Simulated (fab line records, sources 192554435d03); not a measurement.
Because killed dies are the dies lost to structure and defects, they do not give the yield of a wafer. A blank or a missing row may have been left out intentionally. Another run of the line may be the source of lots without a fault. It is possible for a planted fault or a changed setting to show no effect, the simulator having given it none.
Chamber matching + flow n5Finfet + 4 sister chambers for N5_BEOL_M7_VIA_ETCH_34 on rieDiel-04
The step etches SiCOH lowk in C4F6/O2, target depth 125.5 nm, time 50.5 s. 29 wafers are shown with their chamber, then 12 later ones without.

## EACH WAFER AND ITS CHAMBER
| wafer  | chamber | drypumpMotorCurrentA (A) | rfVppV (V) | showerheadPlenumPTorr (Torr) |
|--------|---------|--------------------------|------------|------------------------------|
| L077.2 | 1       | 5.5                      | 668        | 2.89                         |
| L077.3 | 0       | 6.0                      | 685        | 2.73                         |
| L077.4 | 2       | 4.8                      | 650        | 2.79                         |
| L075.2 | 1       | 5.5                      | 666        | 2.89                         |
| L075.5 | 3       | 4.9                      | 654        | 2.82                         |
| L075.6 | 0       | 6.0                      | 685        | 2.73                         |
| L080.2 | 2       | 4.8                      | 650        | 2.79                         |
| L080.5 | 2       | 4.8                      | 649        | 2.79                         |
| L080.6 | 1       | 5.5                      | 668        | 2.88                         |
| L081.2 | 0       | 6.0                      | 685        | 2.73                         |
| L081.3 | 2       | 4.8                      | 648        | 2.79                         |
| L081.5 | 2       | 4.9                      | 650        | 2.79                         |
| L082.2 | 3       | 4.9                      | 654        | 2.81                         |
| L082.4 | 1       | 5.5                      | 667        | 2.88                         |
| L082.5 | 3       | 4.9                      | 655        | 2.82                         |
| L084.5 | 1       | 5.5                      | 666        | 2.88                         |
| L084.6 | 2       | 4.8                      | 651        | 2.78                         |
| L085.3 | 3       | 4.9                      | 655        | 2.81                         |
| L085.4 | 0       | 6.0                      | 684        | 2.72                         |
| L085.5 | 2       | 4.8                      | 650        | 2.78                         |
| L088.1 | 1       | 5.5                      | 665        | 2.88                         |
| L088.2 | 0       | 6.0                      | 684        | 2.72                         |
| L088.3 | 2       | 4.8                      | 649        | 2.78                         |
| L089.1 | 3       | 4.9                      | 655        | 2.81                         |
| L089.3 | 0       | 6.0                      | 684        | 2.72                         |
| L089.6 | 1       | 5.5                      | 665        | 2.87                         |
| L091.1 | 3       | 4.9                      | 655        | 2.81                         |
| L091.3 | 2       | 4.8                      | 648        | 2.78                         |
| L091.4 | 1       | 5.5                      | 666        | 2.87                         |

SIGNATURES, as means of the wafers listed above
| reading               | chamber 0 | chamber 1 | chamber 2 | chamber 3 | scatter within a chamber |
|-----------------------|-----------|-----------|-----------|-----------|--------------------------|
| drypumpMotorCurrentA  | 6.000     | 5.500     | 4.811     | 4.900     | 0.0189                   |
| rfVppV                | 684.50    | 666.38    | 649.44    | 654.67    | 0.915                    |
| showerheadPlenumPTorr | 2.7250    | 2.8800    | 2.7856    | 2.8133    | 0.00602                  |
Rule: for a wafer and a chamber, the distance is found by dividing, reading by reading, the gap between the wafer's reading and the chamber's mean by the reading's scatter, squaring, summing and taking the root. If the next closest chamber is less than 2 further off than the closest, the wafer can't be placed; otherwise it belongs to the closest. How the scatter is found: for the shown wafers, subtract from each reading the mean of its chamber, square and add these, divide the total by (wafers less chambers), then take the root.

## WAFERS WHOSE CHAMBER IS MISSING
| wafer  | drypumpMotorCurrentA (A) | rfVppV (V) | showerheadPlenumPTorr (Torr) |
|--------|--------------------------|------------|------------------------------|
| L090.2 | 4.9                      | 653        | 2.81                         |
| L090.3 | 6.1                      | 685        | 2.72                         |
| L090.6 | 5.5                      | 667        | 2.87                         |
| L092.1 | 4.9                      | 654        | 2.81                         |
| L092.3 | 5.5                      | 666        | 2.87                         |
| L092.6 | 6.0                      | 685        | 2.72                         |
| L093.1 | 4.9                      | 649        | 2.78                         |
| L093.3 | 6.0                      | 687        | 2.71                         |
| L093.6 | 4.9                      | 655        | 2.81                         |
| L094.2 | 5.5                      | 667        | 2.87                         |
| L094.3 | 4.9                      | 655        | 2.80                         |
| L094.6 | 4.9                      | 655        | 2.80                         |

## CHAMBER TAKEN BY EACH
| wafer  | from the rows above | in truth |
|--------|---------------------|----------|
| L090.2 | 3                   | 3        |
| L090.3 | 0                   | 0        |
| L090.6 | 1                   | 1        |
| L092.1 | 3                   | 3        |
| L092.3 | 1                   | 1        |
| L092.6 | 0                   | 0        |
| L093.1 | 2                   | 2        |
| L093.3 | 0                   | 0        |
| L093.6 | 3                   | 3        |
| L094.2 | 1                   | 1        |
| L094.3 | 3                   | 3        |
| L094.6 | 3                   | 3        |
12 of 12 placed correctly. Left unplaced by these rows: 0. Wrongly placed: 0.
